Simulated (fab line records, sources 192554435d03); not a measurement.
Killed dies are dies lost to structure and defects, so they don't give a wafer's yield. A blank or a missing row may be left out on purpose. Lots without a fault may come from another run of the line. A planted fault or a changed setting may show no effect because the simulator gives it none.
A struck lot beside a sound one | flow n5_finfet | 14 steps out of a route of 1938
Sound: wafers L219.1, L219.5, L219.6. Struck: wafer L224.6. (L224.1, L224.3 of the same lot were not struck and are left out.) The cause comes at the end.
At each step with rows: each side's tool, then ch and its chambers, then its first start. Under that, the readings that differ: sound wafers | struck wafers | difference of the means | sigmas: that difference in standard deviations of wafers without a fault.
alike: readings whose means differ by less than 2 such deviations, and words and numbers that are the same on both sides. not compared: withheld readings, readings that some wafer has no value for, bounds like >300 that may hide the same value, and numbers for which the record gives no deviation and whose values overlap.
The two part at a step that has a row with sigmas, a row that says differs or no value, or rows on one side only. Numbers that don't overlap but have no deviation are shown without sigmas and don't part them. A reading that every wafer of one side lacks parts them only if that side has two wafers or more.

N5_BEOL_M0_SPUTTER_116: material Cu, target thk 4 nm, time 7.37 s.
  sound on pvd_sputter-03, day 6 19:04; struck on pvd_sputter-02, day 8 04:50
  alike: chamber_pressure_pa, throttle_valve_pct
N5_BEOL_M0_ANNEAL_117: time 60 s.
  sound on pvd_sputter-03, day 6 19:08; struck on pvd_sputter-02, day 8 04:55
  alike: heater_power_w
then, 1 step without rows for these wafers: N5_BEOL_M0_SPUTTER_132 (material Cu, target thk 4 nm, time 7.37 s).
N5_BEOL_M0_ANNEAL_133: time 60 s.
  sound on pvd_sputter-03, day 6 19:16; struck on pvd_sputter-02, day 8 05:02
  alike: heater_power_w
then, 5 steps without rows for these wafers: N5_BEOL_M0_SPUTTER_134 (material Cu, target thk 4 nm, time 7.37 s); N5_BEOL_M0_ANNEAL_135 (time 60 s); N5_BEOL_M0_SPUTTER_141 (material Cu, target thk 4 nm, time 7.37 s); N5_BEOL_M0_ECD_118 (material Cu, target thk 300 nm); N5_BEOL_M0_ANNEAL_119 (time 90 s).
N5_BEOL_M0_CMP_120: polishes, stops on SiOC, t overpolish 6.9 s.
  sound on cmp-01 ch 2,3, day 6 20:15; struck on cmp-01 ch 2, day 8 05:45
  reading              | sound             | struck | difference | sigmas
  overpolish_run_s (s) | 6.913 6.911 6.913 | 6.888  | -0.024     | -3
  alike: barrier_field_endpoint_s, motor_current_A, time_to_endpoint_s
N5_BEOL_M0_PRE_CLEAN_131: time 15 s.
  sound on cvd_co-02 ch 0,1, day 6 20:35; struck on cvd_co-02 ch 1, day 8 06:02
  alike: heater_power_w
N5_BEOL_M0_CO_CAP_123: material Co, precursor CCTBA/H2, target thk 2 nm, time 102.1 s.
  sound on cvd_co-02 ch 0,1, day 6 20:37; struck on cvd_co-02 ch 1, day 8 06:05
  reading                                    | sound             | struck | difference | sigmas
  run_length_s (s)                           | 125.2 124.4 125.5 | 175.6  | +50.6      | +95
  model.Co_of_BEOL_M0_CO_CAP_123.thk_nm (nm) | 2 2.2 2           | 3      | +1         |
  alike: heater_power_w
then, 1 step without rows for these wafers: N5_BEOL_M0_PRE_CLEAN_124 (time 15 s).
N5_BEOL_M4_RC_MEAS_101:
  sound on prober-01 ch 0, day 8 20:00; struck on prober-02 ch 0, day 9 23:55
  reading        | sound          | struck | difference | sigmas
  IOFF_P (nA/um) | 0.24 0.23 0.28 | 0.16   | -0.09      | -3
  ION_P (uA/um)  | 472 469 480    | 450    | -24        | -3
  VT_P (mV)      | -245 -244 -240 | -259   | -16        | -5
  alike: DIBL_N, DIBL_P, IOFF_N, ION_N, SS_N, SS_P, VT_N

WHERE THEY PART
First at N5_BEOL_M0_CMP_120; last, within this record, at N5_BEOL_M4_RC_MEAS_101.

WHY: what the simulator had put in
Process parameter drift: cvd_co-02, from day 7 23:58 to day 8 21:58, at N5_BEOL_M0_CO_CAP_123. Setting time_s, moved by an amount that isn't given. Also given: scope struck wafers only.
